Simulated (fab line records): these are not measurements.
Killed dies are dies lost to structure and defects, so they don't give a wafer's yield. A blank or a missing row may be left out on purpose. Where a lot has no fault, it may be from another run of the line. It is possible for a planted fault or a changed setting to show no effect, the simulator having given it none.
Which tool did it? + flow nandHarc + 14 lots with 40 wafers sampled at 5 steps, on a route of 1302 steps

## WHAT THE GAUGES READ, wafer by wafer
NHARC_THIN_TSV_CD_MEAS_16. Usual: cdNm at 1002.0 nm, with a standard deviation of 2.3.
| lot  | measured     | on       | cdNm (nm)            | flag |
|------|--------------|----------|----------------------|------|
| L518 | day 24 17:05 | cdSem-01 | 1001.9 1004.4 1000.2 |      |
| L519 | day 24 11:05 | cdSem-02 | 1004.3 1003.7 1006.2 |      |
| L520 | day 25 12:16 | cdSem-02 | 998.3 999.2 1000.0   |      |
| L522 | day 25 17:53 | cdSem-02 | 1003.8 1001.7 999.4  |      |
| L524 | day 26 10:14 | cdSem-03 | 999.2 1001.7 1001.5  |      |
| L526 | day 27 18:28 | cdSem-02 | 1002.7 1003.2 1002.1 |      |
| L527 | day 28 05:46 | cdSem-01 | 998.1 997.1 1002.4   |      |
| L528 | day 28 16:15 | cdSem-03 | 1002.9 1002.6 1000.4 |      |
| L530 | day 29 17:47 | cdSem-02 | 1001.4 997.3 999.0   |      |
| L532 | day 29 22:49 | cdSem-01 | 1002.8 1003.4 1004.8 |      |
| L534 | day 32 03:33 | cdSem-01 | 1002.9               |      |
| L537 | day 32 14:03 | cdSem-01 | 1005.2               |      |
| L539 | day 32 16:29 | cdSem-02 | 1003.3 999.6 1002.9  |      |
| L540 | day 33 03:50 | cdSem-01 | 1001.8 1006.2 1003.9 |      |

NHARC_END_SORT_01. Usual: for defectLimitedYield, 90 % with a standard deviation of 3.4; for killedAtArray, 61 with a standard deviation of 24; for killedAtOther, 1.2 with a standard deviation of 1.3; for killedAtPeriphery, 3.7 with a standard deviation of 2.6; for killedDies, 66 with a standard deviation of 23; for killedOpen, 3.3 with a standard deviation of 1.8; for killedShort, 2.4 with a standard deviation of 1.6.
| lot  | measured     | on        | defectLimitedYield (%) | killedAtArray | killedAtOther | killedAtPeriphery | killedDies | killedOpen | killedShort | flag |
|------|--------------|-----------|------------------------|---------------|---------------|-------------------|------------|------------|-------------|------|
| L534 | day 32 17:28 | prober-01 | 92 0                   | 48 56         | 1 0           | 4 621             | 53 677     | 5 4        | 1 5         | OFF  |
| L537 | day 33 04:23 | prober-02 | 0 88                   | 88 80         | 0 2           | 589 2             | 677 84     | 3 4        | 1 0         | OFF  |

## TOOL THAT RAN EACH LOT (tool first, then ch and the chambers of the sampled wafers, then the start)
| lot  | NHARC_P_M2_PVD_21           | NHARC_A_M1_CMP_23             | NHARC_THIN_TSV_PVD_51                  |
|------|-----------------------------|-------------------------------|----------------------------------------|
| L518 | pvdSputter-01, day 7 03:12  | cmp-03 ch 2,3, day 23 21:42   | pvdSputter-01, no start                |
| L519 | pvdSputter-03, day 7 16:22  | cmp-03 ch 0,2,3, day 23 12:45 | pvdSputter-02, no start                |
| L520 | pvdSputter-03, day 7 23:43  | cmp-03 ch 1,3, day 24 14:47   | pvdSputter-02, no start                |
| L522 | pvdSputter-02, day 8 12:01  | cmp-03 ch 1,2,3, day 24 20:52 | pvdSputter-01, no start                |
| L524 | pvdSputter-03, day 9 14:42  | cmp-02 ch 1,2,3, day 25 15:23 | pvdSputter-03, no start                |
| L526 | pvdSputter-03, day 10 13:42 | cmp-04 ch 1,3, day 27 00:05   | pvdSputter-01, no start                |
| L527 | pvdSputter-03, day 10 17:03 | cmp-03 ch 1,3, day 27 11:30   | pvdSputter-02, no start                |
| L528 | pvdSputter-02, day 11 05:55 | cmp-04 ch 0,1,3, day 28 01:07 | pvdSputter-01, day 28 18:35            |
| L530 | pvdSputter-03, day 12 07:10 | cmp-03 ch 1,2, day 28 20:53   | pvdSputter-01, no start                |
| L532 | pvdSputter-01, day 13 01:24 | cmp-03 ch 0,2, day 29 04:25   | pvdSputter-02, no start                |
| L534 | pvdSputter-03, day 13 21:55 | cmp-04 ch 2, day 31 03:52     | pvdSputter-01, day 32 17:28 or earlier |
| L537 | pvdSputter-03, day 15 11:20 | cmp-03 ch 2, day 31 14:23     | pvdSputter-03, day 33 04:23 or earlier |
| L539 | pvdSputter-01, day 15 12:58 | cmp-03 ch 1,2,3, day 31 20:35 | pvdSputter-02, no start                |
| L540 | pvdSputter-02, day 16 01:27 | cmp-02 ch 0,2,3, day 32 09:34 | pvdSputter-02, no start                |
- NHARC_P_M2_PVD_21: deposits Cu, target thk 30 nm, time 20.49 s.
- NHARC_A_M1_CMP_23: polishes, t overpolish 20 s, target thk 154.34 nm.
- NHARC_THIN_TSV_PVD_51: deposits Cu, target thk 100 nm.

## AS READ BY THE TOOLS THEMSELVES (means over the sampled wafers that have a number; for cases with no such wafer, the mark the record gives instead)
NHARC_P_M2_PVD_21. Usual: throttleValvePct at 29.9 %, with a standard deviation of 1.2.
| lot  | tool          | throttleValvePct (%) | flag |
|------|---------------|----------------------|------|
| L518 | pvdSputter-01 | 30.6                 |      |
| L519 | pvdSputter-03 | 29.7                 |      |
| L520 | pvdSputter-03 | 29.8                 |      |
| L522 | pvdSputter-02 | 28.5                 |      |
| L524 | pvdSputter-03 | 30.0                 |      |
| L526 | pvdSputter-03 | 30.3                 |      |
| L527 | pvdSputter-03 | 29.3                 |      |
| L528 | pvdSputter-02 | 28.5                 |      |
| L530 | pvdSputter-03 | 30.8                 |      |
| L532 | pvdSputter-01 | 30.5                 |      |
| L534 | pvdSputter-03 | 30.5                 |      |
| L537 | pvdSputter-03 | 29.8                 |      |
| L539 | pvdSputter-01 | 30.9                 |      |
| L540 | pvdSputter-02 | 27.9                 |      |

NHARC_A_M1_CMP_23. Usual: motorCurrentA 12.5 A, standard deviation 1.4; slurryFilterDpKPa 13.51 kPa, standard deviation 0.15; timeToEndpointS 30 s, standard deviation 3.3.
| lot  | tool   | motorCurrentA (A) | slurryFilterDpKPa (kPa) | timeToEndpointS (s) | flag |
|------|--------|-------------------|-------------------------|---------------------|------|
| L518 | cmp-03 | 12.3              | 13.48                   | 28                  |      |
| L519 | cmp-03 | 12.4              | 13.40                   | 29                  |      |
| L520 | cmp-03 | 11.7              | 13.55                   | 31                  |      |
| L522 | cmp-03 | 13.0              | 13.54                   | 30                  |      |
| L524 | cmp-02 | 12.2              | 13.54                   | 31                  |      |
| L526 | cmp-04 | 13.1              | 13.63                   | 36                  |      |
| L527 | cmp-03 | 11.8              | 13.67                   | 29                  |      |
| L528 | cmp-04 | 12.4              | 13.40                   | 28                  |      |
| L530 | cmp-03 | 13.6              | 13.42                   | 35                  |      |
| L532 | cmp-03 | 13.3              | 13.54                   | 30                  |      |
| L534 | cmp-04 | 12.4              | 13.48                   | 26                  |      |
| L537 | cmp-03 | 12.5              | 13.70                   | 28                  |      |
| L539 | cmp-03 | 12.5              | 13.50                   | 33                  |      |
| L540 | cmp-02 | 10.9              | 13.41                   | 29                  |      |

NHARC_THIN_TSV_PVD_51. Usual: throttleValvePct at 29.9 %, with a standard deviation of 1.1.
| lot  | tool          | throttleValvePct (%) | flag |
|------|---------------|----------------------|------|
| L518 | pvdSputter-01 | 31.3                 |      |
| L519 | pvdSputter-02 | 29.3                 |      |
| L520 | pvdSputter-02 | 29.2                 |      |
| L522 | pvdSputter-01 | 30.9                 |      |
| L524 | pvdSputter-03 | 29.3                 |      |
| L526 | pvdSputter-01 | 30.3                 |      |
| L527 | pvdSputter-02 | 28.7                 |      |
| L528 | pvdSputter-01 | 30.8                 |      |
| L530 | pvdSputter-01 | 31.1                 |      |
| L532 | pvdSputter-02 | 28.9                 |      |
| L534 | pvdSputter-01 | 30.3                 |      |
| L537 | pvdSputter-03 | 30.4                 |      |
| L539 | pvdSputter-02 | 28.7                 |      |
| L540 | pvdSputter-02 | 28.7                 |      |

## THE ANSWER, worked out from the rows above alone
Rule: a lot counts as off when the mean over its wafers that have a number is more than 3 standard deviations away from the usual mean. A lot without any number at a reading at which 4 lots or more have one is off too. Any other lot the step has rows for is counted as sound. The gauges are gone through in route order, then the tools' own readings, and for those a lot's mean is taken as printed above. At the first step where some lot is off, the reading lying furthest off is the one used; lots without a number count as furthest.
Off: L534, L537 (NHARC_END_SORT_01, killedAtPeriphery). Neither off nor sound, because the step has no rows for them: L518, L519, L520, L522, L524, L526, L527, L528, L530, L532, L539, L540.
A tool fits if, at a process step before that reading, it ran every lot that is off, and no sound lot after the first of them. Gauges at NHARC_END_SORT_01: tried the same way as those tools. Because NHARC_THIN_TSV_PVD_51 lacks a start for some lots, the hours and order of its lots are taken from NHARC_END_SORT_01. One fits: pvdSputter-03 at NHARC_P_M2_PVD_21. It ran no sound lot before its first lot that is off in this sample, so the start can't be narrowed down.

## WHAT THE SIMULATOR HAD PUT IN
Drift in process parameters on pvdSputter-03 at NHARC_P_M2_PVD_21, starting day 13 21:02. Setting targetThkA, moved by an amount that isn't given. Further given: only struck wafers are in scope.
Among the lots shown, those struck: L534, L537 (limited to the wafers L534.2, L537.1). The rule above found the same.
